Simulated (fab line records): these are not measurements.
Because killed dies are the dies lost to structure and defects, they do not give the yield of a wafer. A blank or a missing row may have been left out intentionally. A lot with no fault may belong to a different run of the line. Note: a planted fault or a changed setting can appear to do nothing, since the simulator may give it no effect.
Split-lot trial / flow n5 finfet / route with 1938 steps; 7 lots, 39 wafers read

== THE SPLIT ITSELF ==
At N5_BEOL_M14_ETCH_68 (etches SOC in N2/H2, time 450 s), the setting target depth a was moved away from the recipe's 9000 angstrom on 18 of the 39 wafers read, by -41.6% to +59.3%. The other wafers ran this setting at the recipe's value.

Reading taken at the split's own step.

== THE READING ==
SiARC_of_BEOL_M14_COAT_66.thk nm (the simulator's own value, which no gauge read), in nm, at N5_BEOL_M14_ETCH_68 (etches SOC in N2/H2, time 450 s). There is no usual value for it anywhere in the file. Average 65.2 nm, standard deviation 0.58 nm, over the 21 wafers here run with the recipe.

wafer=L079.2; tool, chamber at the split=rie diel-04, 3,0; target depth a as run, angstrom=9000; against the recipe=recipe; SiARC_of_BEOL_M14_COAT_66.thk nm, nm=65.4; against lot-mates on the recipe=-
wafer=L079.3; tool, chamber at the split=rie diel-04, 3,0; target depth a as run, angstrom=9000; against the recipe=recipe; SiARC_of_BEOL_M14_COAT_66.thk nm, nm=65.4; against lot-mates on the recipe=-
wafer=L079.6; tool, chamber at the split=rie diel-04, 2; target depth a as run, angstrom=9000; against the recipe=recipe; SiARC_of_BEOL_M14_COAT_66.thk nm, nm=66.4; against lot-mates on the recipe=-
wafer=L080.1; tool, chamber at the split=rie diel-04, 2; target depth a as run, angstrom=10700; against the recipe=+18.9%; SiARC_of_BEOL_M14_COAT_66.thk nm, nm=58; against lot-mates on the recipe=-7.3
wafer=L080.2; tool, chamber at the split=rie diel-04, 3,1; target depth a as run, angstrom=9000; against the recipe=recipe; SiARC_of_BEOL_M14_COAT_66.thk nm, nm=64.8; against lot-mates on the recipe=-
wafer=L080.3; tool, chamber at the split=rie diel-04, 3,1; target depth a as run, angstrom=9000; against the recipe=recipe; SiARC_of_BEOL_M14_COAT_66.thk nm, nm=64.8; against lot-mates on the recipe=-
wafer=L080.4; tool, chamber at the split=rie diel-04, 0,3; target depth a as run, angstrom=10700; against the recipe=+18.9%; SiARC_of_BEOL_M14_COAT_66.thk nm, nm=56.2; against lot-mates on the recipe=-9.1
wafer=L080.5; tool, chamber at the split=rie diel-04, 0,3; target depth a as run, angstrom=10700; against the recipe=+18.9%; SiARC_of_BEOL_M14_COAT_66.thk nm, nm=56.2; against lot-mates on the recipe=-9.1
wafer=L080.6; tool, chamber at the split=rie diel-04, 2; target depth a as run, angstrom=9000; against the recipe=recipe; SiARC_of_BEOL_M14_COAT_66.thk nm, nm=66.4; against lot-mates on the recipe=-
wafer=L082.1; tool, chamber at the split=rie diel-04, 3,1; target depth a as run, angstrom=5259; against the recipe=-41.6%; SiARC_of_BEOL_M14_COAT_66.thk nm, nm=83.6; against lot-mates on the recipe=+18.4
wafer=L082.3; tool, chamber at the split=rie diel-04, 3,1; target depth a as run, angstrom=5259; against the recipe=-41.6%; SiARC_of_BEOL_M14_COAT_66.thk nm, nm=83.6; against lot-mates on the recipe=+18.4
wafer=L082.2; tool, chamber at the split=rie diel-04, 0; target depth a as run, angstrom=9000; against the recipe=recipe; SiARC_of_BEOL_M14_COAT_66.thk nm, nm=65.2; against lot-mates on the recipe=-
wafer=L082.4; tool, chamber at the split=rie diel-04, 2; target depth a as run, angstrom=5259; against the recipe=-41.6%; SiARC_of_BEOL_M14_COAT_66.thk nm, nm=84.6; against lot-mates on the recipe=+19.4
wafer=L082.5; tool, chamber at the split=rie diel-04, 2; target depth a as run, angstrom=9000; against the recipe=recipe; SiARC_of_BEOL_M14_COAT_66.thk nm, nm=66; against lot-mates on the recipe=-
wafer=L082.6; tool, chamber at the split=rie diel-04, 1; target depth a as run, angstrom=9000; against the recipe=recipe; SiARC_of_BEOL_M14_COAT_66.thk nm, nm=64.4; against lot-mates on the recipe=-
wafer=L084.1; tool, chamber at the split=rie diel-05, 1; target depth a as run, angstrom=9000; against the recipe=recipe; SiARC_of_BEOL_M14_COAT_66.thk nm, nm=65.6; against lot-mates on the recipe=-
wafer=L084.2; tool, chamber at the split=rie diel-05, 3,0; target depth a as run, angstrom=9000; against the recipe=recipe; SiARC_of_BEOL_M14_COAT_66.thk nm, nm=65.4; against lot-mates on the recipe=-
wafer=L084.3; tool, chamber at the split=rie diel-05, 3,0; target depth a as run, angstrom=9000; against the recipe=recipe; SiARC_of_BEOL_M14_COAT_66.thk nm, nm=65.4; against lot-mates on the recipe=-
wafer=L084.4; tool, chamber at the split=rie diel-05, 3,1; target depth a as run, angstrom=10950; against the recipe=+21.7%; SiARC_of_BEOL_M14_COAT_66.thk nm, nm=55.8; against lot-mates on the recipe=-9.7
wafer=L084.5; tool, chamber at the split=rie diel-05, 3,1; target depth a as run, angstrom=10950; against the recipe=+21.7%; SiARC_of_BEOL_M14_COAT_66.thk nm, nm=55.8; against lot-mates on the recipe=-9.7
wafer=L084.6; tool, chamber at the split=rie diel-05, 0; target depth a as run, angstrom=10950; against the recipe=+21.7%; SiARC_of_BEOL_M14_COAT_66.thk nm, nm=56; against lot-mates on the recipe=-9.5
wafer=L083.1; tool, chamber at the split=rie diel-05, 1; target depth a as run, angstrom=9000; against the recipe=recipe; SiARC_of_BEOL_M14_COAT_66.thk nm, nm=65; against lot-mates on the recipe=-
wafer=L083.2; tool, chamber at the split=rie diel-05, 2; target depth a as run, angstrom=14340; against the recipe=+59.3%; SiARC_of_BEOL_M14_COAT_66.thk nm, nm=37; against lot-mates on the recipe=-27.9
wafer=L083.3; tool, chamber at the split=rie diel-05, 0; target depth a as run, angstrom=14340; against the recipe=+59.3%; SiARC_of_BEOL_M14_COAT_66.thk nm, nm=38.6; against lot-mates on the recipe=-26.3
wafer=L083.4; tool, chamber at the split=rie diel-05, 3; target depth a as run, angstrom=14340; against the recipe=+59.3%; SiARC_of_BEOL_M14_COAT_66.thk nm, nm=38.8; against lot-mates on the recipe=-26.1
wafer=L083.5; tool, chamber at the split=rie diel-05, 2; target depth a as run, angstrom=9000; against the recipe=recipe; SiARC_of_BEOL_M14_COAT_66.thk nm, nm=64.4; against lot-mates on the recipe=-
wafer=L083.6; tool, chamber at the split=rie diel-05, 1; target depth a as run, angstrom=9000; against the recipe=recipe; SiARC_of_BEOL_M14_COAT_66.thk nm, nm=65.2; against lot-mates on the recipe=-
wafer=L094.1; tool, chamber at the split=rie diel-04, 0; target depth a as run, angstrom=6583; against the recipe=-26.9%; SiARC_of_BEOL_M14_COAT_66.thk nm, nm=77; against lot-mates on the recipe=+12.4
wafer=L094.2; tool, chamber at the split=rie diel-04, 3; target depth a as run, angstrom=6583; against the recipe=-26.9%; SiARC_of_BEOL_M14_COAT_66.thk nm, nm=76.6; against lot-mates on the recipe=+12.0
wafer=L094.3; tool, chamber at the split=rie diel-04, 1,0; target depth a as run, angstrom=9000; against the recipe=recipe; SiARC_of_BEOL_M14_COAT_66.thk nm, nm=64.8; against lot-mates on the recipe=-
wafer=L094.5; tool, chamber at the split=rie diel-04, 1,0; target depth a as run, angstrom=9000; against the recipe=recipe; SiARC_of_BEOL_M14_COAT_66.thk nm, nm=64.8; against lot-mates on the recipe=-
wafer=L094.4; tool, chamber at the split=rie diel-04, 3; target depth a as run, angstrom=6583; against the recipe=-26.9%; SiARC_of_BEOL_M14_COAT_66.thk nm, nm=76.4; against lot-mates on the recipe=+11.8
wafer=L094.6; tool, chamber at the split=rie diel-04, 1; target depth a as run, angstrom=9000; against the recipe=recipe; SiARC_of_BEOL_M14_COAT_66.thk nm, nm=64.2; against lot-mates on the recipe=-
wafer=L096.1; tool, chamber at the split=rie diel-04, 2; target depth a as run, angstrom=13910; against the recipe=+54.6%; SiARC_of_BEOL_M14_COAT_66.thk nm, nm=39.4; against lot-mates on the recipe=-25.5
wafer=L096.2; tool, chamber at the split=rie diel-04, 3; target depth a as run, angstrom=13910; against the recipe=+54.6%; SiARC_of_BEOL_M14_COAT_66.thk nm, nm=40.2; against lot-mates on the recipe=-24.7
wafer=L096.3; tool, chamber at the split=rie diel-04, 1,0; target depth a as run, angstrom=9000; against the recipe=recipe; SiARC_of_BEOL_M14_COAT_66.thk nm, nm=65; against lot-mates on the recipe=-
wafer=L096.4; tool, chamber at the split=rie diel-04, 1,0; target depth a as run, angstrom=9000; against the recipe=recipe; SiARC_of_BEOL_M14_COAT_66.thk nm, nm=65; against lot-mates on the recipe=-
wafer=L096.5; tool, chamber at the split=rie diel-04, 0; target depth a as run, angstrom=9000; against the recipe=recipe; SiARC_of_BEOL_M14_COAT_66.thk nm, nm=64.8; against lot-mates on the recipe=-
wafer=L096.6; tool, chamber at the split=rie diel-04, 3; target depth a as run, angstrom=13910; against the recipe=+54.6%; SiARC_of_BEOL_M14_COAT_66.thk nm, nm=39.6; against lot-mates on the recipe=-25.3
If several chambers appear in one row, that row covers several wafers at once and the file leaves open which wafer was in which chamber.

FIT RESULTS
A straight line over all 39 wafers: SiARC_of_BEOL_M14_COAT_66.thk nm changes by -0.454 nm for each +1% of target depth a; r = -1.00; the points scatter about the line by 0.66 nm.
The same after taking each lot's own level away (the mean of its wafers on the recipe; 39 wafers): -0.453 nm for each +1%; r = -1.00; scatter 0.53 nm.
The reading moves by 27 nm for the largest change in target depth a, on that fit.
Across the lots, their own levels run from 64.60 to 65.73 nm, a range of 2.0 times the standard deviation given above.
Consequently the slope shifts little with the lot-to-lot level, the two slopes agreeing.
Check: with one of the wafers moved furthest among these (+59.3%) left out of the fit, the line predicts -26.8 nm for it against its lot-mates. It came out at -27.9 nm against them.

== OTHER SPLITS ON THESE WAFERS ==
Before the reading, these wafers also passed through other splits. Each is held against what the fit with the lots' levels taken away leaves over:
other split on the same wafers=N5_BEOL_M4_ILD_DEP_00 target thk a; wafers away from the commonest value=15; r with SiARC_of_BEOL_M14_COAT_66.thk nm (lot level and that fit taken away)=+0.07
other split on the same wafers=N5_BEOL_M9_ETCH_66 time s; wafers away from the commonest value=12; r with SiARC_of_BEOL_M14_COAT_66.thk nm (lot level and that fit taken away)=-0.18

== THE FILE'S OWN FIT ==
SiARC_of_BEOL_M14_COAT_66.thk nm changes by -0.454 nm for each +1% of target depth a, r = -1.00.
